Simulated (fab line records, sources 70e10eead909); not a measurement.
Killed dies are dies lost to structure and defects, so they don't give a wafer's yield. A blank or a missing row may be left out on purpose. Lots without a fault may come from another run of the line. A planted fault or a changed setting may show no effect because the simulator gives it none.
fab line records | flow nand_harc
record lots=14 wafers=42 last_day=33
route steps=1302 shown P_BONDPAD@376 A_ZERO_WELL@411 A_ONON_D1@444 END@1302
lots that met no fault: from a run of the same line without faults
start_h: hours from the record's first day to the start of the lot's first wafer shown | wait_h: hours since the lot's step before | " the same as in the row above | L1.1+2: a row that stands for several wafers | - no value, or no start given | * or withheld: withheld | < > ~ a bound
route shown NAME@n: a module of which the file shows steps, and the number in the route of the first | usual: mean/standard deviation of fault-free wafers | same: alike in all rows | chamber/n: place in a boat | sites: the reading at each site | _std_site: their standard deviation | _edge_site: outer sites' mean less inner sites' | radius_mm: how far each site lies from the wafer's centre | mask NAME#n: copy n | behind: the tool/chamber that last shaped the wafer | hold: why the lot was held/for how many hours/how that ended | device: the transistor (n, p or np) that didn't switch | end of line: the same wafers' tests at the end of the route | a step without rows: its recipe alone | killed: dies lost to structure and defects at the first sort, not the wafer's yield | map: a wafer's dies, x killed, . not, _ none there
set.NAME: the setting as run; set.NAME@STEP: as run at that earlier step | model.NAME: the simulator's own value behind a step, which no gauge read
steps of the route over a sample of lots; a table a step, a row a wafer
services: from which hour (start_h, from the record's first day; less than 0 if before it) a tool's chamber was out of use, for how many hours, and why
## steps
# step NHARC_P_BONDPAD_PVD_17
# recipe target_thk_a=50 bias_v=168.6 power_w=15000 chamber_pressure_pa=0.12 time_s=8.06 substrate_temp_c=50 material=TaN
# usual throttle_valve_pct=30.4/1.2
# columns lot.wafer tool chamber start_h wait_h throttle_valve_pct
L678.4 pvd_sputter-01 - - - 30.0
L678.2 " - " " 31.0
L678.3 " - " " 32.0
L679.3 pvd_sputter-01 - - - 29.9
L679.2 " - " " 30.8
L679.5 " - " " 31.9
L680.1 pvd_sputter-03 - - - 32.3
L680.6 " - " " 29.8
L680.5 " - " " 27.8
L682.2 pvd_sputter-02 - - - 28.7
L682.4 " - " " 29.0
L682.5 " - " " 28.7
L685.4 pvd_sputter-02 - - - 30.4
L685.6 " - " " 28.5
L685.5 " - " " 30.6
L686.1 pvd_sputter-01 - - - 32.1
L686.4 " - " " 32.4
L686.5 " - " " 32.0
L687.1 pvd_sputter-02 - - - 31.0
L687.2 " - " " 28.6
L687.6 " - " " 30.8
L691.2 pvd_sputter-02 - - - 28.6
L691.1 " - " " 28.8
L691.3 " - " " 30.7
L693.3 pvd_sputter-01 - - - 32.1
L693.2 " - " " 31.4
L693.1 " - " " 31.0
L696.4 pvd_sputter-02 - - - 30.7
L696.1 " - " " 29.1
L696.2 " - " " 29.0
L697.3 pvd_sputter-01 - - - 32.0
L697.1 " - " " 31.4
L697.5 " - " " 30.6
L698.4 pvd_sputter-01 - - - 30.6
L698.1 " - " " 31.7
L698.5 " - " " 30.7
L699.1 pvd_sputter-02 - - - 28.9
L699.3 " - " " 30.6
L699.4 " - " " 29.0
L700.2 pvd_sputter-02 - - - 31.0
L700.1 " - " " 29.1
L700.3 " - " " 30.1
# step NHARC_A_ZERO_WELL_RTA_16
# recipe temp_c=1000 time_s=10
# usual lamp_power_pct=30.0/2.7 lamp_zone_2_pct=30.0/2.7 lamp_zone_4_pct=30.0/2.7 lamp_zone_5_pct=30.0/2.7 wafer_temp_C_max=1006.2/1.7
# columns lot.wafer tool chamber start_h wait_h lamp_power_pct lamp_zone_2_pct lamp_zone_4_pct lamp_zone_5_pct wafer_temp_C_max
L678.2 rtp_anneal-01 0 142.37 - 32.1 32.1 32.1 32.1 1007.8
L678.3 " 0 " " 32.1 32.1 32.1 32.1 1008.6
L678.4 " 0 " " 32.1 32.2 32.1 32.1 1006.4
L679.2 rtp_anneal-02 0 149.13 - 26.6 26.6 26.6 26.6 1004.2
L679.3 " 0 " " 26.6 26.6 26.6 26.6 1005.1
L679.5 " 0 " " 26.6 26.6 26.6 26.6 1006.2
L680.1 rtp_anneal-01 0 156.93 - 32.1 32.1 32.1 32.1 1006.4
L680.5 " 0 " " 32.1 32.1 32.1 32.1 1009.2
L680.6 " 0 " " 32.1 32.1 32.1 32.1 1007.9
L682.2 rtp_anneal-01 0 181.56 - 32.1 32.1 32.1 32.1 1007.5
L682.4 " 0 " " 32.1 32.2 32.1 32.0 1006.9
L682.5 " 0 " " 32.1 32.1 32.2 32.1 1007.9
L685.4 rtp_anneal-02 0 219.14 - 26.6 26.6 26.6 26.6 1004.4
L685.5 " 0 " " 26.6 26.6 26.6 26.6 1006.5
L685.6 " 0 " " 26.6 26.6 26.6 26.6 1004.1
L686.1 rtp_anneal-02 0 224.18 - 26.6 26.6 26.6 26.6 1004.3
L686.4 " 0 " " 26.6 26.6 26.6 26.6 1004.6
L686.5 " 0 " " 26.6 26.6 26.6 26.6 1003.2
L687.1 rtp_anneal-01 0 238.57 - 32.1 32.1 32.1 32.2 1006.0
L687.2 " 0 " " 32.1 32.1 32.1 32.1 1010.4
L687.6 " 0 " " 32.1 32.1 32.1 32.1 1007.9
L691.1 rtp_anneal-01 0 264.48 - 32.1 32.1 32.1 32.1 1006.9
L691.2 " 0 " " 32.1 32.1 32.1 32.1 1006.8
L691.3 " 0 " " 32.1 32.1 32.1 32.1 1006.5
L693.1 rtp_anneal-01 0 294.29 - 32.1 32.1 32.1 32.1 1006.5
L693.2 " 0 " " 32.1 32.0 32.1 32.1 1006.9
L693.3 " 0 " " 32.0 32.1 32.1 32.1 1006.7
L696.1 rtp_anneal-01 0 320.48 - 32.1 32.1 32.0 32.1 1008.1
L696.2 " 0 " " 32.1 32.1 32.1 32.1 1005.7
L696.4 " 0 " " 32.1 32.1 32.1 32.1 1004.8
L697.1 rtp_anneal-02 0 327.04 - 26.6 26.6 26.6 26.6 1003.9
L697.3 " 0 " " 26.6 26.6 26.6 26.6 1003.7
L697.5 " 0 " " 26.6 26.6 26.6 26.6 1004.6
L698.1 rtp_anneal-01 0 347.75 - 32.1 32.1 32.1 32.1 1007.5
L698.4 " 0 " " 32.1 32.1 32.0 32.1 1010.9
L698.5 " 0 " " 32.1 32.1 32.1 32.1 1006.9
L699.1 rtp_anneal-02 0 348.40 - 26.6 26.6 26.6 26.6 1003.6
L699.3 " 0 " " 26.6 26.6 26.6 26.6 1004.5
L699.4 " 0 " " 26.6 26.6 26.6 26.7 1003.5
L700.1 rtp_anneal-01 0 360.39 - 32.1 32.2 32.1 32.2 1007.3
L700.2 " 0 " " 32.1 32.1 32.2 32.1 1007.9
L700.3 " 0 " " 32.1 32.1 32.1 32.1 1005.7
# step NHARC_A_ZERO_WELL_INSPECT_17
# usual raw_defect_count=10/5.3
# columns lot.wafer tool chamber start_h wait_h raw_defect_count
L678.2 defect_inspect-02 - 142.54 0.1 17
L678.3 " - " " 19
L678.4 " - " " 15
L679.2 defect_inspect-01 - 149.30 0.1 5
L679.3 " - " " 13
L679.5 " - " " 6
L680.1 defect_inspect-02 - 157.13 0.2 11
L680.5 " - " " 25
L680.6 " - " " 16
L682.2 defect_inspect-02 - 181.73 0.1 17
L682.4 " - " " 7
L682.5 " - " " 11
L685.4 defect_inspect-01 - 219.25 0.1 5
L685.5 " - " " 4
L685.6 " - " " 3
L686.1 defect_inspect-02 - 224.38 0.2 22
L686.4 " - " " 5
L686.5 " - " " 15
L687.1 defect_inspect-02 - 238.76 0.2 0
L687.2 " - " " 3
L687.6 " - " " 21
L691.1 defect_inspect-02 - 264.68 0.2 5
L691.2 " - " " 5
L691.3 " - " " 6
L693.1 defect_inspect-01 - 294.49 0.2 2
L693.2 " - " " 7
L693.3 " - " " 4
L696.1 defect_inspect-02 - 320.67 0.2 4
L696.2 " - " " 10
L696.4 " - " " 7
L697.1 defect_inspect-01 - 327.23 0.2 14
L697.3 " - " " 8
L697.5 " - " " 13
L698.1 defect_inspect-01 - 347.95 0.2 13
L698.4 " - " " 21
L698.5 " - " " 17
L699.1 defect_inspect-01 - 348.60 0.2 3
L699.3 " - " " 6
L699.4 " - " " 6
L700.1 defect_inspect-01 - 360.59 0.2 16
L700.2 " - " " 11
L700.3 " - " " 14
# step NHARC_A_ONON_D1_DEP_28
# recipe target_thk_a=10000 n2_flow_sccm=2750 n2o_flow_sccm=2000 nh3_flow_sccm=500 sih4_flow_sccm=210 temp_c=400
# columns lot.wafer tool chamber start_h wait_h
L679.2+3+5 pecvd_onon-03 0 179.99 0.1
L678.2+3+4 pecvd_onon-02 0 180.00 0.1
L680.1+5+6 pecvd_onon-03 0 192.03 0.1
L682.2+4+5 pecvd_onon-02 0 217.18 0.1
L685.4+5+6 pecvd_onon-02 0 253.39 0.2
L686.1+4+5 pecvd_onon-02 0 259.35 0.1
L687.1+2+6 pecvd_onon-02 0 271.42 0.1
L691.1+2+3 pecvd_onon-04 0 297.62 0.1
L693.1+2+3 pecvd_onon-03 0 327.45 0.1
L696.1+2+4 pecvd_onon-03 0 352.80 0.1
L697.1+3+5 pecvd_onon-02 0 359.53 0.1
L698.1+4+5 pecvd_onon-03 0 381.78 0.1
L699.1+3+4 pecvd_onon-04 0 381.93 0.2
L700.1+2+3 pecvd_onon-02 0 394.92 0.1
# step NHARC_A_ONON_D1_THK_MEAS_30
# recipe thk_meas_gauge=ellipsometry
# usual thk_nm=1001/7.5
# columns lot.wafer tool chamber start_h wait_h thk_nm
L679.2 film_metro-01 - 180.44 - 1005
L679.3 " - " " 1003
L679.5 " - " " 1002
L678.2 film_metro-02 - 180.45 - 1000
L678.3 " - " " 1000
L678.4 " - " " 999
L680.1 film_metro-02 - 192.54 - 1014
L680.5 " - " " 1013
L680.6 " - " " 1012
L682.2 film_metro-02 - 217.64 - 1010
L682.4 " - " " 1009
L682.5 " - " " 1011
L685.4 film_metro-02 - 253.72 - 1580
L685.5 " - " " 1581
L685.6 " - " " 1582
L686.1 film_metro-01 - 259.86 - 1569
L686.4 " - " " 1566
L686.5 " - " " 1569
L687.1 film_metro-01 - 271.93 - 1570
L687.2 " - " " 1569
L687.6 " - " " 1571
L691.1 film_metro-01 - 298.13 - 991
L691.2 " - " " 989
L691.3 " - " " 991
L693.1 film_metro-02 - 327.96 - 994
L693.2 " - " " 994
L693.3 " - " " 995
L696.1 film_metro-02 - 353.32 - 991
L696.2 " - " " 992
L696.4 " - " " 991
L697.1 film_metro-02 - 360.03 - 999
L697.3 " - " " 996
L697.5 " - " " 997
L698.1 film_metro-01 - 382.29 - 994
L698.4 " - " " 993
L698.5 " - " " 990
L699.1 film_metro-01 - 382.44 - 1003
L699.3 " - " " 1003
L699.4 " - " " 1003
L700.1 film_metro-01 - 395.44 - 1011
L700.2 " - " " 1011
L700.3 " - " " 1011
# step NHARC_END_SORT_01
# recipe temp_c=25
# usual killed_at_array=59/21 killed_at_other=1.0/1.1 killed_at_periphery=4.0/2.6 killed_dies=64/21 killed_open=3.2/1.7 killed_short=2.5/1.5
# same gross_dies=677
# columns lot.wafer tool chamber start_h wait_h killed_at_array killed_at_other killed_at_periphery killed_dies killed_open killed_short
L686.1 prober-01 0 653.20 2.5 671 2 4 677 2 2
L686.4 prober-01 0 655.60 3.4 669 5 3 677 4 3
L686.5 prober-01 0 656.40 3.7 671 3 3 677 3 2
# killed by level:class
L686.1 A_ONON_D1:area_dep=605 A_SLIT:chamber_film_flake=30 A_CHANNEL_HOLE_D2:chamber_film_flake=15 A_CHANNEL_HOLE_D1:chamber_film_flake=7 A_CONTACT:chamber_film_flake=6 THIN_TSV:chamber_film_flake=2 A_WL_FILL:chamber_film_flake=2 P_CONTACT:geometric_particle:open=1
L686.4 A_ONON_D1:area_dep=618 A_SLIT:chamber_film_flake=23 A_CHANNEL_HOLE_D2:chamber_film_flake=12 THIN_TSV:chamber_film_flake=5 A_STAIRCASE:chamber_film_flake=4 A_CONTACT:chamber_film_flake=3 P_ZERO_WELL:chamber_film_flake=2 A_CHANNEL_HOLE_D1:chamber_film_flake=2
L686.5 A_ONON_D1:area_dep=611 A_SLIT:chamber_film_flake=31 A_CHANNEL_HOLE_D2:chamber_film_flake=13 A_CONTACT:chamber_film_flake=5 A_STAIRCASE:chamber_film_flake=4 THIN_TSV:chamber_film_flake=3 P_GATE:geometric_particle:open=1 P_M0:geometric_particle:open=1
## services
# columns tool chamber start_h hours kind
pvd_sputter-01 - 128.80 3.5 repair
pecvd_onon-04 - 130.05 13.0 pm
pvd_sputter-03 - 170.05 10.0 pm
pecvd_onon-02 - 185.20 13.0 pm
pvd_sputter-01 - 226.01 10.0 pm
pecvd_onon-03 - 227.04 13.0 pm
pvd_sputter-03 - 273.05 12.4 repair
pvd_sputter-02 - 282.03 10.0 pm
pvd_sputter-01 - 309.76 10.0 repair
pecvd_onon-04 - 311.05 13.0 pm
pvd_sputter-01 - 338.50 2.5 repair
pvd_sputter-03 - 348.10 10.0 pm
pvd_sputter-02 - 350.20 3.9 repair
pecvd_onon-02 - 366.20 13.0 pm
pvd_sputter-03 - 366.83 11.4 repair
rtp_anneal-01 - 372.00 12.0 pm
pvd_sputter-02 - 389.21 1.9 repair
## key
first_sign step=NHARC_A_ONON_D1_THK_MEAS_30 reading=thk_nm direction=up sigmas=76 usual=1001 struck=1573
effect step=NHARC_END_SORT_01 reading=killed_at_array direction=up sigmas=29 usual=59 struck=670
more_kills_born_at NHARC_A_ONON_D1_DEP_28@pecvd_onon-02=1834
met_at NHARC_A_ONON_D1_DEP_28
struck_lots L685,L686,L687
later_rows_left_out L685.4,L685.5,L685.6,L686.1,L686.4,L686.5,L687.1,L687.2,L687.6
sort_left_out L685.4,L685.5,L685.6,L687.1,L687.2,L687.6
tester_left_out L685,L686,L687
not_acting_at NHARC_P_BONDPAD_PVD_17,NHARC_A_ZERO_WELL_RTA_16,NHARC_A_ZERO_WELL_INSPECT_17
onset_between 217.18 253.39
fault kind=process_parameter_drift tool=pecvd_onon-02 chamber=- onset_h=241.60 steps=NHARC_A_ONON_D1_DEP_28 channel=target_thk_a offset=* shape=step end_h=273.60 acts_in=* stated=*
# tester_left_out: of these lots the tester's yield and bins aren't shown, on N5 and GAA mostly nor the transistor test; their killed dies are dies lost to structure and defects alone, not to doping, threshold or leakage, so they don't give the yield
# sort_left_out: the simulated sort isn't trusted on such a fault, so these wafers' sort isn't shown, and their yield isn't known
# later_rows_left_out: the simulator's readings of these wafers behind a module that went badly wrong aren't trusted and aren't shown, but for the sort
